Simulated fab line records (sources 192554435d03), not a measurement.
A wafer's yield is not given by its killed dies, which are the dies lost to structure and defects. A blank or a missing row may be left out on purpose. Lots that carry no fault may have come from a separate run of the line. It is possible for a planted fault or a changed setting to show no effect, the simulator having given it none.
fab line records ; flow n5Finfet
record lots=7; wafers=39
route steps=1938 shown PMOS_HMC_CHANNEL_EPI@64 SD_EPI_N@279 SD_EPI_P@312 MOL_CONTACT_COAG@542 BEOL_M0_SAQP@635 BEOL_M0@740 BEOL_M2@906 BEOL_M4@1086 BEOL_M7@1323 BEOL_M10@1470 BEOL_M14@1753 MIM_TOP_LITHO@1845 PASSIVATION@1936
startH: start of the lot's first displayed wafer, in hours after the record's first day ; waitH: time in hours since the lot's previous step ; " unchanged from the row above ; L1.1+2: several wafers, shown together as one row ; - no value, or no start given ; * or withheld: withheld ; < > ~ a bound
route shown NAME@n: a module of which the file shows steps, and the number in the route of the first ; usual: average and standard deviation across the fault-free wafers ; same: alike in all rows ; chamber/n: place in a boat ; sites: per-site readings ; _std_site: standard deviation of those values ; _edge_site: the outer-site mean with the inner-site mean subtracted ; radiusMm: how far each site lies from the wafer's centre ; mask NAME#n: copy n ; behind: tool/chamber where the wafer was last shaped ; hold: why the lot was held/for how many hours/how that ended ; device: the transistor (n, p or np) that didn't switch ; end of line: tests of these same wafers at the route's end ; where a step has no rows: the recipe by itself ; killed: dies lost to structure and defects at the first sort, not the wafer's yield ; map: the dies of a wafer, with x for killed, . for not killed, _ for no die there
set.NAME: setting as actually run; set.NAME@STEP: the setting as run at that earlier step ; model.NAME: the simulator's own value behind a step, which no gauge read
lots with deliberately changed settings; one table per step, one row per wafer
## steps
# step N5_PMOS_HMC_CHANNEL_EPI_DEVELOP_08
# recipe developTimeS=30; developer=TMAH; resist=CAR-ArF-block; devTempC=23; rinseLiquid=diw; dry=airSpin
# step N5_SD_EPI_N_ETCH_16
# recipe chemistry=CHF3/O2; target=SiO2; targetDepthA=50; maskMaterial=SOC; pressureMtorr=30; sourceW=650; biasW=170; Ar_flow_sccm=200; CHF3_flow_sccm=50; O2_flow_sccm=5; ionEnergyEv=200
# step N5_SD_EPI_P_ETCH_16
# step N5_MOL_CONTACT_COAG_PRECLEAN_111
# recipe chemistry=NF3:NH3; afsCycles=1; tempC=30; timeS=20; sublimationTempC=180; sublimationTimeS=60; pressureTorr=3; rfPowerW=30
# step N5_BEOL_M0_SAQP_PECVD_03
# recipe material=SiCN; targetThkA=120; tempC=withheld; precursor=3MS/NH3; pressureTorr=3; rfW=202; timeS=21.1
# step N5_BEOL_M0_SPUTTER_141
# recipe material=Cu; targetThkA=40; tempC=-20; chamberPressurePa=0.07; powerW=withheld; timeS=7.37
# step N5_BEOL_M2_SPUTTER_79
# recipe material=Cu; targetThkA=45; tempC=-20; chamberPressurePa=0.07; powerW=withheld; timeS=8.29
# step N5_BEOL_M4_SPUTTER_79
# step N5_BEOL_M7_SPUTTER_48
# recipe material=Cu; targetThkA=100; tempC=-20; biasV=60; powerW=26000; chamberPressurePa=0.13; timeS=1.667
# step N5_BEOL_M10_ILD_DEP_00
# recipe material=SiCOH_lowk; targetThkA=3085.1; tempC=300; precursor=DEMS/porogen; pressureTorr=5; rfW=500; timeS=58
# step N5_BEOL_M10_ETCH_62
# recipe chemistry=N2/H2; target=SOC; targetDepthA=1100; overetchA=220; maskMaterial=SiARC; tempC=40; timeS=165; ionEnergyEv=200; pressureMtorr=30; sourceW=840; biasW=150; n2FlowSccm=200; h2FlowSccm=200
# step N5_BEOL_M14_TRENCH_ETCH_34
# recipe chemistry=C4F8/O2/Ar; target=SiO2; targetDepthA=5566.5; maskMaterial=SOC; heInnerTorr=15; heOuterTorr=30; timeS=126.9; ionEnergyEv=800; pressureMtorr=20; sourceW=1905; biasW=2040; Ar_flow_sccm=400; C4F8_flow_sccm=16; O2_flow_sccm=12
# step N5_MIM_TOP_LITHO_DEVELOP_07
# recipe developTimeS=60; rinseLiquid=diw; dry=airSpin; devTempC=21
# step N5_PASSIVATION_PROBE_49
# usual sort_bin_6_memory=3.1/0.71
lot.wafer;tool;chamber;startH;waitH;set.developTimeS@PMOS_HMC_CHANNEL_EPI_DEVELOP_08;set.targetDepthA@SD_EPI_N_ETCH_16;set.targetDepthA@SD_EPI_P_ETCH_16;set.timeS@MOL_CONTACT_COAG_PRECLEAN_111;set.timeS@BEOL_M0_SAQP_PECVD_03;set.timeS@BEOL_M0_SPUTTER_141;set.timeS@BEOL_M2_SPUTTER_79;set.targetThkA@BEOL_M4_SPUTTER_79;set.targetThkA@BEOL_M7_SPUTTER_48;set.targetThkA@BEOL_M10_ILD_DEP_00;set.timeS@BEOL_M10_ETCH_62;set.timeS@BEOL_M14_TRENCH_ETCH_34;set.developTimeS@MIM_TOP_LITHO_DEVELOP_07;sort_bin_6_memory[%]
L077.1;prober-01;-;300.38;0.0;30;50;50;23.69;21.1;7.37;8.29;24.09;54.89;3085.1;165;126.9;45.04;4.4
L077.2;prober-01;-;300.43;0.1;24.92;39.4;73.09;20;29.36;7.37;8.29;24.09;100;2069;97.06;126.9;60;2.2
L077.3;prober-01;-;300.48;0.1;30;39.4;73.09;23.69;21.1;7.37;5.124;45;54.89;2069;97.06;126.9;60;6.2
L077.4;prober-01;-;300.53;0.2;30;50;50;20;29.36;7.37;5.124;24.09;54.89;3085.1;165;126.9;60;4.8
L077.5;prober-01;-;300.58;0.2;24.92;39.4;50;20;21.1;7.37;8.29;45;100;2069;165;126.9;45.04;2.8
L077.6;prober-01;-;300.63;0.3;24.92;50;73.09;23.69;29.36;7.37;5.124;45;100;3085.1;97.06;126.9;45.04;3.2
L081.3;prober-02;-;331.69;0.1;30;50;50;20;21.1;7.37;8.29;45;100;3085.1;165;126.9;60;3.9
L081.5;prober-02;-;331.79;0.2;30;50;50;20;21.1;7.37;8.29;45;100;3085.1;165;126.9;60;3.5
L081.6;prober-02;-;331.84;0.3;30;50;50;20;21.1;7.37;8.29;45;100;3085.1;165;126.9;60;3.4
L074.1;prober-01;-;331.77;0.0;30;50;31.59;20;27.82;7.37;8.29;45;100;3085.1;223.7;126.9;60;4.1
L074.2;prober-01;-;331.82;0.1;30;50;50;12.27;21.1;5.742;8.29;45;100;4770;165;126.9;60;3.8
L074.3;prober-01;-;331.87;0.1;30;40.5;50;12.27;27.82;7.37;8.29;45;125.6;4770;165;175.9;74.88;3.3
L074.4;prober-01;-;331.92;0.2;30;40.5;31.59;12.27;21.1;7.37;8.29;33.4;125.6;4770;223.7;175.9;60;2.2
L074.5;prober-01;-;331.97;0.2;30;40.5;50;20;27.82;5.742;8.29;33.4;100;3085.1;223.7;175.9;74.88;2.7
L074.6;prober-01;-;332.02;0.3;30;50;31.59;20;21.1;5.742;8.29;33.4;125.6;3085.1;165;126.9;74.88;4.1
L085.1;prober-01;-;342.40;0.0;30;50;71.4;20;21.1;4.405;11.63;35.32;100;3085.1;210.6;126.9;60;2.5
L085.2;prober-01;-;342.45;0.1;17.18;58.92;71.4;20;24.94;7.37;11.63;45;49.43;4608;165;146.4;60;5.7
L085.3;prober-01;-;342.50;0.1;30;50;71.4;20;24.94;7.37;8.29;35.32;100;4608;165;126.9;60;3.1
L085.4;prober-01;-;342.55;0.2;17.18;50;50;20;24.94;4.405;8.29;35.32;49.43;4608;210.6;146.4;60;6.6
L085.5;prober-01;-;342.60;0.2;17.18;58.92;50;20;21.1;4.405;11.63;45;49.43;3085.1;165;126.9;60;7.0
L085.6;prober-01;-;342.65;0.3;30;58.92;50;20;21.1;7.37;8.29;45;100;3085.1;210.6;146.4;60;2.9
L086.1;prober-02;-;360.48;0.0;30;50;50;20;21.1;7.37;8.29;45;100;1599;165;126.9;60;3.7
L086.2;prober-02;-;360.53;0.1;16.71;65.16;50;20;21.1;11.48;8.29;66.82;100;3085.1;113.3;126.9;60;3.4
L086.3;prober-02;-;360.58;0.1;30;65.16;50;28.77;21.1;11.48;8.29;45;100;3085.1;165;187.2;60;3.4
L086.4;prober-02;-;360.63;0.2;30;65.16;50;28.77;32.14;7.37;8.29;66.82;100;3085.1;113.3;187.2;60;4.8
L086.5;prober-02;-;360.68;0.2;16.71;50;50;28.77;32.14;7.37;8.29;45;100;1599;113.3;187.2;60;3.5
L086.6;prober-02;-;360.73;0.3;16.71;50;50;20;32.14;11.48;8.29;66.82;100;1599;165;126.9;60;3.2
L087.1;prober-02;-;377.27;0.0;36.37;50;50;20;21.1;8.875;3.413;32.4;100;4626;78.2;159.1;60;3.6
L087.2;prober-02;-;377.32;0.1;30;34.26;50;26.12;21.1;8.875;8.29;45;100;3085.1;165;126.9;60;2.2
L087.3;prober-02;-;377.37;0.1;30;34.26;41.97;26.12;21.1;7.37;3.413;32.4;100;4626;165;126.9;60;4.3
L087.4;prober-02;-;377.42;0.2;36.37;50;41.97;26.12;21.1;8.875;8.29;32.4;100;3085.1;165;159.1;60;3.8
L087.5;prober-02;-;377.47;0.2;30;50;41.97;20;21.1;7.37;8.29;45;100;4626;78.2;159.1;60;3.5
L087.6;prober-02;-;377.52;0.3;36.37;34.26;50;20;21.1;7.37;3.413;45;100;3085.1;78.2;126.9;60;3.0
L091.1;prober-02;-;394.27;0.0;30;50;50;31.83;21.1;7.37;8.29;56.74;100;3085.1;194.4;171.1;60;3.5
L091.2;prober-02;-;394.32;0.1;30;28.12;50;31.83;13.41;7.37;8.29;45;100;3085.1;194.4;126.9;60;4.0
L091.3;prober-02;-;394.37;0.1;30;28.12;41.89;20;21.1;4.025;8.29;56.74;100;3085.1;194.4;171.1;60;2.9
L091.4;prober-02;-;394.42;0.2;30;50;41.89;31.83;21.1;4.025;8.29;45;100;3085.1;165;126.9;60;4.4
L091.5;prober-02;-;394.47;0.2;30;50;50;20;13.41;4.025;8.29;45;100;3085.1;165;171.1;60;4.1
L091.6;prober-02;-;394.52;0.3;30;28.12;41.89;20;13.41;7.37;8.29;56.74;100;3085.1;165;126.9;60;3.2
# killed by level:class
L077.1 BEOL_M7:interfaceVoidOpened=65 MOL_CONTACT_COAG:geometricParticle:open=6 BEOL_M0_SAQP:geometricParticle:short=6 HKMG_FIN:areaEtch=6 FIN_SAQP:geometricParticle:short=5 BEOL_M0_SAQP:geometricParticle:open=5 DUMMY_GATE:geometricParticle:open=4 BEOL_M4:geometricParticle:open=4
L077.2 BEOL_M10:areaEtch=1093 BEOL_M0_SAQP:geometricParticle:open=8 FIN_SAQP:geometricParticle:short=7 DUMMY_GATE:geometricParticle:open=7 BEOL_M0_SAQP:geometricParticle:short=7 BEOL_M4:geometricParticle:open=7 FIN_SAQP:geometricParticle:open=6 BEOL_M2:geometricParticle:open=5
L077.3 BEOL_M10:areaEtch=1009 BEOL_M7:interfaceVoidOpened=67 FIN_SAQP:geometricParticle:short=14 MOL_CONTACT_COAG:geometricParticle:open=14 BEOL_M0_SAQP:geometricParticle:open=8 FIN_SAQP:geometricParticle:open=6 DUMMY_GATE:geometricParticle:open=6 BEOL_M0_SAQP:geometricParticle:short=6
L077.4 BEOL_M7:interfaceVoidOpened=73 MOL_CONTACT_COAG:geometricParticle:open=10 BEOL_M0_SAQP:geometricParticle:open=8 STI_FIN_REVEAL:geometricParticle:open=6 BEOL_M0_SAQP:geometricParticle:short=4 BEOL_M1:geometricParticle:open=4 DUMMY_GATE:geometricParticle:short=3 DUMMY_GATE:geometricParticle:open=3
L077.5 MOL_CONTACT_COAG:geometricParticle:open=10 STI_FIN_REVEAL:geometricParticle:open=7 HKMG_FIN:areaEtch=7 BEOL_M0_SAQP:geometricParticle:short=6 BEOL_M2:geometricParticle:open=6 BEOL_M4:geometricParticle:open=6 FIN_SAQP:geometricParticle:open=5 DUMMY_GATE:geometricParticle:open=5
L077.6 BEOL_M10:areaEtch=1081 MOL_CONTACT_COAG:geometricParticle:open=9 BEOL_M4:geometricParticle:open=9 BEOL_M0_SAQP:geometricParticle:open=7 FIN_SAQP:geometricParticle:short=6 BEOL_M0_SAQP:geometricParticle:short=6 FIN_SAQP:geometricParticle:open=5 DUMMY_GATE:geometricParticle:open=5
L081.3 MOL_CONTACT_COAG:geometricParticle:open=14 BEOL_M0_SAQP:geometricParticle:short=13 BEOL_M2:geometricParticle:open=9 FIN_SAQP:geometricParticle:open=8 STI_FIN_REVEAL:geometricParticle:open=8 DUMMY_GATE:geometricParticle:open=8 BEOL_M1:geometricParticle:open=6 BEOL_M4:geometricParticle:open=6
L074.1 FIN_SAQP:geometricParticle:open=11 BEOL_M4:geometricParticle:open=11 MOL_CONTACT_COAG:geometricParticle:open=9 BEOL_M1:geometricParticle:open=9 STI_FIN_REVEAL:geometricParticle:open=8 DUMMY_GATE:geometricParticle:open=6 BEOL_M0_SAQP:geometricParticle:open=6 BEOL_M2:geometricParticle:short=6
L081.5 STI_FIN_REVEAL:geometricParticle:open=12 MOL_CONTACT_COAG:geometricParticle:open=10 BEOL_M2:geometricParticle:open=9 GATE_CUT:geometricParticle:short=8 BEOL_M0_SAQP:geometricParticle:short=8 BEOL_M3:geometricParticle:open=6 MOL_CONTACT_COAG:geometricParticle:short=5 BEOL_M4:geometricParticle:open=5
L074.2 BEOL_M10:areaEtch=1052 STI_FIN_REVEAL:geometricParticle:open=28 MOL_CONTACT_COAG:geometricParticle:open=13 FIN_SAQP:geometricParticle:open=11 DUMMY_GATE:geometricParticle:open=11 FIN_SAQP:geometricParticle:short=9 STI_FIN_REVEAL:geometricParticle:short=7 BEOL_M4:geometricParticle:open=7
L081.6 BEOL_M0_SAQP:geometricParticle:short=10 BEOL_M0_SAQP:geometricParticle:open=10 STI_FIN_REVEAL:geometricParticle:open=7 MOL_CONTACT_COAG:geometricParticle:open=7 HKMG_FIN:areaEtch=7 BEOL_M3:geometricParticle:open=6 DUMMY_GATE:geometricParticle:open=6 BEOL_M1:geometricParticle:open=6
L074.3 BEOL_M10:areaEtch=1082 BEOL_M0_SAQP:geometricParticle:open=13 BEOL_M1:geometricParticle:open=10 BEOL_M4:geometricParticle:open=9 FIN_SAQP:geometricParticle:open=7 DUMMY_GATE:geometricParticle:open=7 MOL_CONTACT_COAG:geometricParticle:open=7 BEOL_M0_SAQP:geometricParticle:short=7
L074.4 BEOL_M10:areaEtch=1093 MOL_CONTACT_COAG:geometricParticle:open=11 BEOL_M4:geometricParticle:open=10 STI_FIN_REVEAL:geometricParticle:open=6 STI_FIN_REVEAL:geometricParticle:short=5 MOL_CONTACT_COAG:geometricParticle:short=5 BEOL_M0_SAQP:geometricParticle:short=4 BEOL_M0_SAQP:geometricParticle:open=4
L074.5 BEOL_M4:geometricParticle:open=12 FIN_SAQP:geometricParticle:short=7 FIN_SAQP:geometricParticle:open=7 STI_FIN_REVEAL:geometricParticle:open=7 MOL_CONTACT_COAG:geometricParticle:open=7 BEOL_M5:geometricParticle:open=7 MOL_CONTACT_COAG:geometricParticle:short=4 BEOL_M3:geometricParticle:open=4
L074.6 BEOL_M4:geometricParticle:open=12 STI_FIN_REVEAL:geometricParticle:open=11 DUMMY_GATE:geometricParticle:open=11 MOL_CONTACT_COAG:geometricParticle:open=8 FIN_SAQP:geometricParticle:open=7 FIN_SAQP:geometricParticle:short=5 BEOL_M4:geometricParticle:short=4 BEOL_M1:geometricParticle:short=3
L085.1 BEOL_M0_SAQP:geometricParticle:open=16 BEOL_M0_SAQP:geometricParticle:short=11 MOL_CONTACT_COAG:geometricParticle:open=8 BEOL_M5:geometricParticle:open=5 FIN_SAQP:geometricParticle:open=4 GATE_CUT:geometricParticle:short=4 BEOL_M3:geometricParticle:open=4 MIM_BOT:geometricParticle:open=3
L085.2 BEOL_M10:areaEtch=961 BEOL_M7:interfaceVoidOpened=125 BEOL_M0_SAQP:geometricParticle:open=12 BEOL_M0_SAQP:geometricParticle:short=11 MOL_CONTACT_COAG:geometricParticle:open=9 DUMMY_GATE:geometricParticle:open=6 BEOL_M3:geometricParticle:open=6 STARTING-WAFER:geometricParticle:short=6
L085.3 BEOL_M10:areaEtch=1082 FIN_SAQP:geometricParticle:open=12 BEOL_M0_SAQP:geometricParticle:short=11 MOL_CONTACT_COAG:geometricParticle:open=8 FIN_SAQP:geometricParticle:short=7 BEOL_M0_SAQP:geometricParticle:open=7 STI_FIN_REVEAL:geometricParticle:open=6 STI_FIN_REVEAL:geometricParticle:short=5
L085.4 BEOL_M10:areaEtch=987 BEOL_M7:interfaceVoidOpened=99 BEOL_M0_SAQP:geometricParticle:short=15 FIN_SAQP:geometricParticle:open=13 BEOL_M0_SAQP:geometricParticle:open=12 MOL_CONTACT_COAG:geometricParticle:open=9 BEOL_M3:geometricParticle:open=5 BEOL_M4:geometricParticle:open=5
L085.5 BEOL_M7:interfaceVoidOpened=122 FIN_SAQP:geometricParticle:open=15 BEOL_M0_SAQP:geometricParticle:short=11 FIN_SAQP:geometricParticle:short=8 BEOL_M0_SAQP:geometricParticle:open=7 MOL_CONTACT_COAG:geometricParticle:open=6 STI_FIN_REVEAL:geometricParticle:open=5 BEOL_M0:interfaceVoidOpened=5
L085.6 MOL_CONTACT_COAG:geometricParticle:open=17 BEOL_M0_SAQP:geometricParticle:open=10 BEOL_M4:geometricParticle:open=10 BEOL_M0_SAQP:geometricParticle:short=8 MOL_CONTACT_COAG:geometricParticle:short=4 BEOL_M5:geometricParticle:open=4 FIN_SAQP:geometricParticle:open=3 STI_FIN_REVEAL:geometricParticle:open=3
L086.1 BEOL_M10:areaDep=1035 FIN_SAQP:geometricParticle:open=15 MOL_CONTACT_COAG:geometricParticle:open=13 MOL_CONTACT_COAG:geometricParticle:short=9 FIN_SAQP:geometricParticle:short=8 BEOL_M0_SAQP:geometricParticle:short=8 BEOL_M1:geometricParticle:open=7 BEOL_M0_SAQP:geometricParticle:open=5
L086.2 BEOL_M10:areaEtch=1052 FIN_SAQP:geometricParticle:open=16 MOL_CONTACT_COAG:geometricParticle:open=14 BEOL_M0_SAQP:geometricParticle:short=12 BEOL_M0_SAQP:geometricParticle:open=10 FIN_SAQP:geometricParticle:short=9 STI_FIN_REVEAL:geometricParticle:open=9 BEOL_M1:geometricParticle:open=9
L086.3 BEOL_M1:geometricParticle:open=14 FIN_SAQP:geometricParticle:open=12 MOL_CONTACT_COAG:geometricParticle:open=12 BEOL_M0_SAQP:geometricParticle:short=7 BEOL_M4:geometricParticle:open=7 DUMMY_GATE:geometricParticle:open=6 BEOL_M0_SAQP:geometricParticle:open=5 BEOL_M1:geometricParticle:short=5
L086.4 BEOL_M10:areaEtch=1034 BEOL_M0_SAQP:geometricParticle:short=21 BEOL_M0_SAQP:geometricParticle:open=18 FIN_SAQP:geometricParticle:open=16 BEOL_M1:geometricParticle:open=13 MOL_CONTACT_COAG:geometricParticle:open=10 BEOL_M2:geometricParticle:open=10 BEOL_M4:geometricParticle:open=10
L086.5 BEOL_M10:areaDep=1036 BEOL_M10:areaEtch=34 FIN_SAQP:geometricParticle:open=16 MOL_CONTACT_COAG:geometricParticle:open=14 FIN_SAQP:geometricParticle:short=11 BEOL_M0:geometricParticle:open=10 BEOL_M0_SAQP:geometricParticle:open=10 BEOL_M0_SAQP:geometricParticle:short=9
L086.6 BEOL_M10:areaDep=1075 MOL_CONTACT_COAG:geometricParticle:open=15 BEOL_M0_SAQP:geometricParticle:open=11 BEOL_M1:geometricParticle:open=10 FIN_SAQP:geometricParticle:open=7 BEOL_M0_SAQP:geometricParticle:short=7 FIN_SAQP:geometricParticle:short=5 BEOL_M4:geometricParticle:open=5
L087.1 BEOL_M10:areaEtch=1077 FIN_SAQP:geometricParticle:short=11 MOL_CONTACT_COAG:geometricParticle:open=10 BEOL_M2:geometricParticle:open=8 FIN_SAQP:geometricParticle:open=7 BEOL_M3:geometricParticle:open=7 BEOL_M0_SAQP:geometricParticle:short=7 BEOL_M0_SAQP:geometricParticle:open=6
L087.2 BEOL_M2:geometricParticle:open=9 MOL_CONTACT_COAG:geometricParticle:open=8 FIN_SAQP:geometricParticle:short=6 FIN_SAQP:geometricParticle:open=5 DUMMY_GATE:geometricParticle:open=5 DUMMY_GATE:geometricParticle:short=5 ILD0:geometricParticle:open=3 BEOL_M0_SAQP:geometricParticle:open=3
L087.3 BEOL_M10:areaEtch=1051 MOL_CONTACT_COAG:geometricParticle:open=20 BEOL_M0_SAQP:geometricParticle:open=15 BEOL_M0_SAQP:geometricParticle:short=15 FIN_SAQP:geometricParticle:short=10 FIN_SAQP:geometricParticle:open=9 BEOL_M2:geometricParticle:open=8 ILD0:geometricParticle:open=5
L087.4 FIN_SAQP:geometricParticle:open=18 STI_FIN_REVEAL:geometricParticle:open=12 FIN_SAQP:geometricParticle:short=9 BEOL_M0_SAQP:geometricParticle:open=9 MOL_CONTACT_COAG:geometricParticle:open=7 BEOL_M3:geometricParticle:open=6 STI_FIN_REVEAL:geometricParticle:short=6 BEOL_M2:geometricParticle:open=6
L087.5 BEOL_M10:areaEtch=1072 FIN_SAQP:geometricParticle:short=17 FIN_SAQP:geometricParticle:open=12 MOL_CONTACT_COAG:geometricParticle:open=12 BEOL_M2:geometricParticle:open=7 BEOL_M3:geometricParticle:open=7 BEOL_M0_SAQP:geometricParticle:short=6 BEOL_M4:geometricParticle:open=5
L087.6 BEOL_M10:areaEtch=1076 BEOL_M2:geometricParticle:open=13 FIN_SAQP:geometricParticle:open=12 BEOL_M0_SAQP:geometricParticle:short=9 FIN_SAQP:geometricParticle:short=7 BEOL_M3:geometricParticle:open=7 MOL_CONTACT_COAG:geometricParticle:open=6 BEOL_M1:geometricParticle:open=6
L091.1 MOL_CONTACT_COAG:geometricParticle:open=14 FIN_SAQP:geometricParticle:open=10 BEOL_M4:geometricParticle:open=10 BEOL_M0_SAQP:geometricParticle:short=8 BEOL_M5:geometricParticle:open=7 BEOL_M0_SAQP:geometricParticle:open=6 BEOL_M1:geometricParticle:open=6 FIN_SAQP:geometricParticle:short=5
L091.2 BEOL_M0_SAQP:geometricParticle:short=22 BEOL_M0_SAQP:geometricParticle:open=12 MOL_CONTACT_COAG:geometricParticle:open=9 DUMMY_GATE:geometricParticle:open=8 BEOL_M5:geometricParticle:open=7 STI_FIN_REVEAL:geometricParticle:open=6 BEOL_M1:geometricParticle:open=6 FIN_SAQP:geometricParticle:short=4
L091.3 BEOL_M1:geometricParticle:open=13 BEOL_M3:geometricParticle:open=11 GATE_CUT:geometricParticle:short=7 MOL_CONTACT_COAG:geometricParticle:open=7 FIN_SAQP:geometricParticle:open=5 STI_FIN_REVEAL:geometricParticle:open=5 BEOL_M0_SAQP:geometricParticle:short=5 BEOL_M0_SAQP:geometricParticle:open=5
L091.4 BEOL_M0_SAQP:geometricParticle:short=18 BEOL_M0_SAQP:geometricParticle:open=14 BEOL_M5:geometricParticle:open=8 MOL_CONTACT_COAG:geometricParticle:open=7 BEOL_M4:geometricParticle:open=7 DUMMY_GATE:geometricParticle:open=6 GATE_CUT:geometricParticle:short=6 MOL_CONTACT_COAG:geometricParticle:short=6
L091.5 MOL_CONTACT_COAG:geometricParticle:open=12 BEOL_M0_SAQP:geometricParticle:short=11 BEOL_M0_SAQP:geometricParticle:open=9 BEOL_M1:geometricParticle:open=6 BEOL_M5:geometricParticle:open=6 DUMMY_GATE:geometricParticle:open=5 GATE_CUT:geometricParticle:short=5 BEOL_M4:geometricParticle:open=5
L091.6 STI_FIN_REVEAL:geometricParticle:open=15 FIN_SAQP:geometricParticle:open=12 FIN_SAQP:geometricParticle:short=9 MOL_CONTACT_COAG:geometricParticle:open=7 BEOL_M1:geometricParticle:open=7 BEOL_M2:geometricParticle:open=7 BEOL_M0_SAQP:geometricParticle:short=6 BEOL_M3:geometricParticle:open=6
## key
split step=N5_PMOS_HMC_CHANNEL_EPI_DEVELOP_08; setting=developTimeS; statedAs=30
response none clear
split step=N5_SD_EPI_N_ETCH_16; setting=targetDepthA; statedAs=50
response none clear
split step=N5_SD_EPI_P_ETCH_16; setting=targetDepthA; statedAs=50
response none clear
split step=N5_MOL_CONTACT_COAG_PRECLEAN_111; setting=timeS; statedAs=20
response none clear
split step=N5_BEOL_M0_SAQP_PECVD_03; setting=timeS; statedAs=21.1
response none clear
split step=N5_BEOL_M0_SPUTTER_141; setting=timeS; statedAs=7.37
response none clear
split step=N5_BEOL_M2_SPUTTER_79; setting=timeS; statedAs=8.29
response none clear
split step=N5_BEOL_M4_SPUTTER_79; setting=targetThkA; statedAs=45
response none clear
split step=N5_BEOL_M7_SPUTTER_48; setting=targetThkA; statedAs=100
response step=N5_PASSIVATION_PROBE_49; reading=sort_bin_6_memory; slope=-0.0466; per=1%; togetherWith=all; explained=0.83
split step=N5_BEOL_M10_ILD_DEP_00; setting=targetThkA; statedAs=3085.1
response none clear
split step=N5_BEOL_M10_ETCH_62; setting=timeS; statedAs=165
response none clear
split step=N5_BEOL_M14_TRENCH_ETCH_34; setting=timeS; statedAs=126.9
response none clear
split step=N5_MIM_TOP_LITHO_DEVELOP_07; setting=developTimeS; statedAs=60
response none clear
